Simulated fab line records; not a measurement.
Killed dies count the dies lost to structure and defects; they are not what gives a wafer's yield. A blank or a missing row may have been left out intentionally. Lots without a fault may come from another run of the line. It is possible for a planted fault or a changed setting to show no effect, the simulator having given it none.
A lot that was struck, set against a sound lot -- flow n5Finfet -- 31 steps out of a route of 1938
Sound: wafers L833.1, L833.3, L833.6. Wafers struck: L837.1, L837.3, L837.4. At the end, the cause is stated.
For every step that has rows: the tool of each side, followed by ch and its chambers, followed by its first start. Under that, the readings that differ: sound wafers -- struck wafers -- difference of the means -- sigmas: that difference in standard deviations of wafers without a fault.
alike: same words and numbers on both sides, and readings whose means sit less than 2 such deviations apart. not compared: any withheld reading, any reading some wafer has no value for, any bound like >300 that may hide the same value, and any number with overlapping values for which the record gives no deviation.
Wherever a step has rows on one side only, a row that says differs or no value, or a row with sigmas, the two part there. Numbers that don't overlap but have no deviation are shown without sigmas and don't part them. A reading missing from all wafers of one side parts the sides only when that side holds two or more wafers.

first, 9 steps without rows for these wafers: N5_BEOL_M6_DESCUM_33 (chemistry O2, time 7 s); N5_BEOL_M6_ETCH_72 (etches underlayer in N2/H2, target depth 6.5 nm, time 5.2 s); N5_BEOL_M6_ETCH_65 (etches SiARC in CF4, target depth 15.6 nm, time 26 s); N5_BEOL_M6_ETCH_66 (etches SOC in N2/H2, target depth 80 nm, overetch 16 nm, time 120 s); N5_BEOL_M6_STRIP_69 (strips in N2/H2); N5_BEOL_M6_STRIP_73 (strips in N2/H2); N5_BEOL_M6_VIA_ETCH_34 (etches SiCOH lowk in C4F6/O2, target depth 126.3 nm, time 50.9 s); N5_BEOL_M6_STRIP_76 (strips in C4F6/O2); N5_BEOL_M6_STRIP_36 (strips in N2/H2).
N5_BEOL_M6_TRENCH_ETCH_37: etches SiCOH lowk in C4F6/O2, target depth 94.435 nm, time 31.5 s.
  sound on rieDiel-02 ch 1,3, day 9 13:43; struck on rieDiel-01 ch 0,1,2, day 10 12:49
reading,sound,struck,difference,sigmas
runLengthS (s),54.7 55.3 54.6,48.6 49.7 48.8,-5.8,-15
timeS (s),31.5 31.5 31.5,22.05 22.05 22.05,-9.45,
model.etch.depthNm (nm),94.74 94.08 94.52,64.5 65.86 64.71,-29.4,
model.BEOL_M6.featureDepthNm (nm),94.8 94 94.6,64.4 65.8 64.8,-29.5,
model.TiN_of_BEOL_M6_HM_DEP_02.thkNm (nm),16.8 16.8 16.8,18 18.4 18.2,+1,
  alike: drypumpMotorCurrentA, oesProductAu, rfVppV, showerheadPlenumPTorr, throttleValvePct
  not compared: rfHoursCounterH
then, 2 steps without rows for these wafers: N5_BEOL_M6_ETCH_41 (etches SiCN in CH3F/O2, target depth 29.7 nm, time 52 s); N5_BEOL_M6_STRIP_80 (strips in N2/H2, time 10 s).
N5_BEOL_M6_OCD_MEAS_38:
  sound: ocd-02 at day 9 13:52; struck: ocd-02 at day 10 12:58
reading,sound,struck,difference,sigmas
trenchDepthNm (nm),94.3 94.1 94.5,64.3 66.2 65.0,-29.1,-24
then, 13 steps without rows for these wafers: N5_BEOL_M6_HM_STRIP_39 (strips TiN in peroxide tin strip, target depth 25 nm, time 158 s); N5_BEOL_M6_SRD_40 (time 30 s); N5_BEOL_M6_PRECLEAN_42 (cleans in residue remover, time 60 s); N5_BEOL_M6_SRD_43 (time 30 s); N5_BEOL_M6_CURE_75 (cures SiCOH lowk, time 120 s); N5_BEOL_M6_DEGAS_44 (time 60 s); N5_BEOL_M6_PRE_CLEAN_45 (time 30 s); N5_BEOL_M6_ALD_77 (deposits TaN, target thk 2 nm, pulse time 2 s, purge time 3 s); N5_BEOL_M6_SURFACE_TREAT_79; N5_BEOL_M6_CVD_78 (deposits Co from CCTBA/H2, target thk 2 nm, time 142.3 s); N5_BEOL_M6_SPUTTER_48 (material Cu, target thk 10 nm, time 1.667 s); N5_BEOL_M6_ECD_50 (material Cu, target thk 300 nm); N5_BEOL_M6_ANNEAL_51 (time 90 s).
N5_BEOL_M6_CMP_52: polishes, stops on SiCOH lowk, t overpolish 6.9 s, target thk 80 nm.
  sound on cmp-04 ch 1,3, day 9 16:08; struck on cmp-04 ch 1,2,3, day 10 15:52
reading,sound,struck,difference,sigmas
model.Cu_of_BEOL_M6_ECD_50.thkNm (nm),80.6 80.2 79.4,48.8 52.6 49.4,-29.8,
  alike: barrierFieldEndpointS, motorCurrentA, overpolishRunS, timeToEndpointS
N5_BEOL_M6_THK_MEAS_53: measures by xrf.
  sound: filmMetro-01 at day 9 16:26; struck: filmMetro-02 at day 10 16:09
reading,sound,struck,difference,sigmas
M6_THK (nm),79.4 79.4 78.9,48.7 52.7 49.3,-29.0,-17
then, 2 steps without rows for these wafers: N5_BEOL_M6_PRE_CLEAN_55 (time 15 s); N5_BEOL_M6_DEP_56 (deposits SiCN from 3MS/NH3, target thk 10 nm, time 17.5 s).
N5_BEOL_M6_RS_MEAS_57: a four-point-probe measurement.
  sound: filmMetro-02 at day 9 16:34; struck: filmMetro-02 at day 10 16:17
reading,sound,struck,difference,sigmas
M6_RS (ohm/sq),0.285 0.286 0.289,0.521 0.476 0.514,+0.217,+33

WHERE THEY PART
First at N5_BEOL_M6_TRENCH_ETCH_37; last, within this record, at N5_BEOL_M6_RS_MEAS_57.

WHY: what the simulator had put in
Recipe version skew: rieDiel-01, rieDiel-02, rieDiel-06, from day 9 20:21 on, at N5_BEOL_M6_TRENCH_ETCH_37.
